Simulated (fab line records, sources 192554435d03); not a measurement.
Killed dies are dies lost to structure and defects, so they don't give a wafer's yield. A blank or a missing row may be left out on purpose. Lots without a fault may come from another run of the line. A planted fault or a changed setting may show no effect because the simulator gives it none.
A struck lot beside a sound one | flow n5_finfet | 16 steps out of a route of 1938
Sound: wafers L136.2, L136.5, L136.6. Struck: wafers L128.1, L128.3, L128.5. The cause comes at the end.
At each step with rows: each side's tool, then ch and its chambers, then its first start. Under that, the readings that differ: sound wafers | struck wafers | difference of the means | sigmas: that difference in standard deviations of wafers without a fault.
alike: readings whose means differ by less than 2 such deviations, and words and numbers that are the same on both sides. not compared: withheld readings, readings that some wafer has no value for, bounds like >300 that may hide the same value, and numbers for which the record gives no deviation and whose values overlap.
The two part at a step that has a row with sigmas, a row that says differs or no value, or rows on one side only. Numbers that don't overlap but have no deviation are shown without sigmas and don't part them. A reading that every wafer of one side lacks parts them only if that side has two wafers or more.

first, 7 steps without rows for these wafers: N5_BEOL_M0_CUTY_COAT_50 (time 60 s, resist thk 15 nm); N5_BEOL_M0_CUTY_COAT_51 (resist thk 150 nm); N5_BEOL_M0_CUTY_EBR_52; N5_BEOL_M0_CUTY_SOFTBAKE_53 (time 60 s); N5_BEOL_M0_CUTY_EXPOSE_54 (exposes mask M0 ABLK); N5_BEOL_M0_CUTY_PEB_55 (peb time 60 s); N5_BEOL_M0_CUTY_DEVELOP_56 (develop time 30 s).
N5_BEOL_M0_CUTY_CD_MEAS_57: target cd 200 nm.
  sound on cd_sem-01 ch 0, day 10 20:31; struck on cd_sem-02 ch 0, day 9 00:05
  alike: cd_nm
N5_BEOL_M0_CUTY_OVL_MEAS_58:
  sound on overlay-01 ch 0, day 10 20:33; struck on overlay-02 ch 0, day 9 00:07
  alike: M0_ABLK_OVL
N5_BEOL_M0_CUTY_INSPECT_59: inspects for defects (macro).
  sound on defect_inspect-01, day 10 20:34; struck on defect_inspect-01, day 9 00:08
  alike: raw_defect_count
N5_BEOL_M0_CUTY_DESCUM_61: chemistry O2, time 7.9 s.
  sound on rie_diel-01 ch 0,2,3, day 10 20:36; struck on rie_diel-03 ch 0,1, day 9 00:14
  alike: drypump_motor_current_A, oes_product_au, rf_fwd_power_W, rf_vpp_V, showerhead_plenum_p_Torr, throttle_valve_pct
  not compared: rf_hours_counter_h
N5_BEOL_M0_CUTY_ETCH_62: etches SiARC in CF4, time 58.5 s.
  sound on rie_diel-01 ch 0,2,3, day 10 20:38; struck on rie_diel-03 ch 0,1, day 9 00:16
  alike: bias_w, cf4_flow_sccm, drypump_motor_current_A, etch_rf_on_time_s, oes_product_au, rf_fwd_power_W, rf_vpp_V, showerhead_plenum_p_Torr, throttle_valve_pct
  not compared: rf_hours_counter_h
N5_BEOL_M0_CUTY_ETCH_63: etches SOC in N2/H2, target depth 82.7 nm, overetch 16.5 nm, time 124 s.
  sound on rie_diel-01 ch 0,2,3, day 10 20:41; struck on rie_diel-03 ch 0,1, day 9 00:19
  no value came back on the struck wafers for any of 8 readings (bias_w (W), chamber_pressure_mTorr (mTorr) and others); on the sound wafers bias_w (W) reads 149.9 149.6 149.9
  reading                                                 | sound      | struck            | difference | sigmas
  model.CAR-ArF-block_of_BEOL_M0_CUTY_COAT_51.thk_nm (nm) | 0 0 0      | 118.2 118.2 118.6 | +118.3     |
  model.SiO2_of_BEOL_M0_SAQP_SPACER2_ALD_26.thk_nm (nm)   | 7.2 7 7.2  | 10.6 10.6 10.6    | +3.5       |
  model.SiO2_of_BEOL_M0_SAQP_ALD_48.thk_nm (nm)           | 11.4 12 12 | 12.8 13.2 13.2    | +1.3       |
  not compared: rf_hours_counter_h
then, 1 step without rows for these wafers: N5_BEOL_M0_CUTY_STRIP_64 (strips in N2/H2).
N5_BEOL_M4_RC_MEAS_101:
  the record has rows for the sound wafers here (prober-01 ch 0, day 13 14:21) and none for the struck ones
-- the record jumps here: 7 days lie between the struck wafers' starts before and after (it left off in module BEOL_M4 and takes up again in module PASSIVATION, whose first step shown is number 1936 of the route) --
N5_PASSIVATION_PROBE_49:
  sound on prober-02, day 17 21:13; struck on prober-02, day 15 20:01
  reading                  | sound          | struck         | difference | sigmas
  defect_limited_yield (%) | 91.1 92.2 91.9 | 0 0 0          | -92        | -66
  killed_at_M0_to_M3       | 27 34 25       | 1101 1102 1095 | +1071      | +99 or more
  killed_dies              | 105 92 96      | 1180 1180 1180 | +1082      | +68
  killed_on_rim            | 19 9 14        | 152 152 152    | +138       | +35
  sort_bin_5_function (%)  | 5.2 5.1 4.0    | 95.1 96.6 95.7 | +91.0      | +99 or more
  sort_n_pass              | 1075 1088 1084 | 0 0 0          | -1082      | -68
  sort_yield_pct (%)       | 91.1 92.2 91.9 | 0 0 0          | -92        | -66
  alike: killed_at_M4_up, killed_at_contacts, killed_at_front_end, killed_at_other, killed_open, killed_short, sort_bin_6_memory

WHERE THEY PART
First at N5_BEOL_M0_CUTY_ETCH_63; last, within this record, at N5_PASSIVATION_PROBE_49.

WHY: what the simulator had put in
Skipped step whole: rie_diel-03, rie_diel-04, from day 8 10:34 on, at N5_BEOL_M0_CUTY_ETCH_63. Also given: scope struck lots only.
